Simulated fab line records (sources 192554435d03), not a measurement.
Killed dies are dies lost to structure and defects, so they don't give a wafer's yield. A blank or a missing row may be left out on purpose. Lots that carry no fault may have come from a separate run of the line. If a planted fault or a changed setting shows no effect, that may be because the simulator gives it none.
Which tool did it? + flow n5_finfet + Sampling: 22 lots, 66 wafers, 2 of 1938 route steps

WHAT THE GAUGES SHOWED, per wafer
N5_BEOL_M1_INSPECT_59: inspects for defects (darkfield).
| lot  | measured     | on                | raw_defect_count |
|------|--------------|-------------------|------------------|
| L076 | day 7 05:05  | defect_inspect-01 | 80 54 64         |
| L075 | day 7 05:15  | defect_inspect-01 | 54 40 52         |
| L078 | day 7 13:34  | defect_inspect-01 | 58 58 44         |
| L077 | day 7 21:22  | defect_inspect-01 | 46 78 53         |
| L079 | day 8 04:20  | defect_inspect-01 | 47 72 53         |
| L080 | day 8 09:26  | defect_inspect-02 | 42 56 80         |
| L083 | day 8 18:02  | defect_inspect-02 | 76 128 99        |
| L081 | day 8 19:35  | defect_inspect-02 | 40 91 84         |
| L082 | day 9 14:46  | defect_inspect-02 | 123 97 132       |
| L084 | day 9 16:36  | defect_inspect-01 | 59 76 45         |
| L085 | day 9 17:04  | defect_inspect-01 | 53 100 132       |
| L087 | day 9 19:55  | defect_inspect-02 | 77 57 85         |
| L086 | day 9 20:14  | defect_inspect-01 | 78 46 65         |
| L090 | day 10 13:11 | defect_inspect-01 | 44 75 40         |
| L088 | day 10 14:55 | defect_inspect-01 | 70 75 41         |
| L089 | day 10 19:36 | defect_inspect-01 | 48 33 37         |
| L091 | day 10 22:03 | defect_inspect-01 | 73 106 56        |
| L092 | day 11 14:15 | defect_inspect-01 | 56 69 58         |
| L093 | day 11 14:51 | defect_inspect-02 | 133 95 103       |
| L095 | day 11 20:47 | defect_inspect-01 | 119 156 84       |
| L096 | day 12 01:14 | defect_inspect-02 | 105 180 73       |
| L097 | day 12 08:06 | defect_inspect-01 | 58 55 37         |

TOOL THAT RAN EACH LOT (tool first, then ch and the chambers of the sampled wafers, then the start)
| lot  | N5_BEOL_M1_SPUTTER_94        |
|------|------------------------------|
| L076 | pvd_sputter-03, day 7 03:44  |
| L075 | pvd_sputter-02, day 7 03:51  |
| L078 | pvd_sputter-02, day 7 12:16  |
| L077 | pvd_sputter-01, day 7 20:04  |
| L079 | pvd_sputter-01, day 8 03:02  |
| L080 | pvd_sputter-03, day 8 08:07  |
| L083 | pvd_sputter-01, day 8 16:43  |
| L081 | pvd_sputter-03, day 8 18:17  |
| L082 | pvd_sputter-03, day 9 13:28  |
| L084 | pvd_sputter-03, day 9 15:18  |
| L085 | pvd_sputter-02, day 9 15:40  |
| L087 | pvd_sputter-01, day 9 18:36  |
| L086 | pvd_sputter-02, day 9 18:55  |
| L090 | pvd_sputter-02, day 10 11:43 |
| L088 | pvd_sputter-01, day 10 13:37 |
| L089 | pvd_sputter-01, day 10 18:12 |
| L091 | pvd_sputter-01, day 10 20:46 |
| L092 | pvd_sputter-03, day 11 12:56 |
| L093 | pvd_sputter-02, day 11 13:34 |
| L095 | pvd_sputter-01, day 11 19:23 |
| L096 | pvd_sputter-03, day 11 23:57 |
| L097 | pvd_sputter-01, day 12 06:47 |
- N5_BEOL_M1_SPUTTER_94: material Cu, target thk 4.5 nm, time 8.29 s.

AS READ BY THE TOOLS THEMSELVES (means over the sampled wafers that have a number; for cases with no such wafer, the mark the record gives instead)
N5_BEOL_M1_SPUTTER_94.
| lot  | tool           | chamber_pressure_pa (Pa) | chuck_sensor_temp_C (C) | throttle_valve_pct (%) |
|------|----------------|--------------------------|-------------------------|------------------------|
| L076 | pvd_sputter-03 | 0.07001                  | -16.0                   | 30.1                   |
| L075 | pvd_sputter-02 | 0.07007                  | -16.4                   | 30.1                   |
| L078 | pvd_sputter-02 | 0.07017                  | -16.1                   | 28.5                   |
| L077 | pvd_sputter-01 | 0.06982                  | -16.4                   | 29.7                   |
| L079 | pvd_sputter-01 | 0.07014                  | -16.2                   | 29.5                   |
| L080 | pvd_sputter-03 | 0.07009                  | -15.6                   | 29.3                   |
| L083 | pvd_sputter-01 | 0.06989                  | -16.1                   | 30.0                   |
| L081 | pvd_sputter-03 | 0.06997                  | -15.9                   | 29.1                   |
| L082 | pvd_sputter-03 | 0.06994                  | -16.4                   | 28.7                   |
| L084 | pvd_sputter-03 | 0.06976                  | -16.1                   | 29.3                   |
| L085 | pvd_sputter-02 | 0.06986                  | -16.0                   | 29.8                   |
| L087 | pvd_sputter-01 | 0.06984                  | -16.4                   | 29.7                   |
| L086 | pvd_sputter-02 | 0.07016                  | -15.9                   | 28.9                   |
| L090 | pvd_sputter-02 | 0.07000                  | -16.5                   | 29.7                   |
| L088 | pvd_sputter-01 | 0.07014                  | -16.2                   | 30.0                   |
| L089 | pvd_sputter-01 | 0.07008                  | -16.5                   | 29.1                   |
| L091 | pvd_sputter-01 | 0.06987                  | -16.0                   | 30.1                   |
| L092 | pvd_sputter-03 | 0.06995                  | -15.6                   | 29.2                   |
| L093 | pvd_sputter-02 | 0.06997                  | -15.8                   | 29.0                   |
| L095 | pvd_sputter-01 | 0.07006                  | -16.6                   | 29.5                   |
| L096 | pvd_sputter-03 | 0.07008                  | -15.8                   | 29.8                   |
| L097 | pvd_sputter-01 | 0.07000                  | -16.5                   | 29.4                   |

THE ANSWER, worked out from the rows above alone
Rule: what is usual is taken from the lots themselves. Put in order of their means at a reading, lots are off if they are a third of the lots or fewer, leave a main group of 4 or more, and stand apart from it by a gap of 3 or more times the standard deviation of the main group's means; of several such gaps the widest counts. Not used: any main group whose means are identical at the precision the tables above print for the reading. Also off: a lot with no number at a reading for which 4 or more lots have one. The other lots that the step has rows for count as sound. The gauges are gone through in route order, then the tools' own readings, and for those a lot's mean is taken as printed above. At the first step where some lot is off, the reading lying furthest off is the one used; lots without a number count as furthest.
Across all readings shown, no lot is off: no conclusion can be drawn from this.

WHAT THE SIMULATOR HAD INSERTED
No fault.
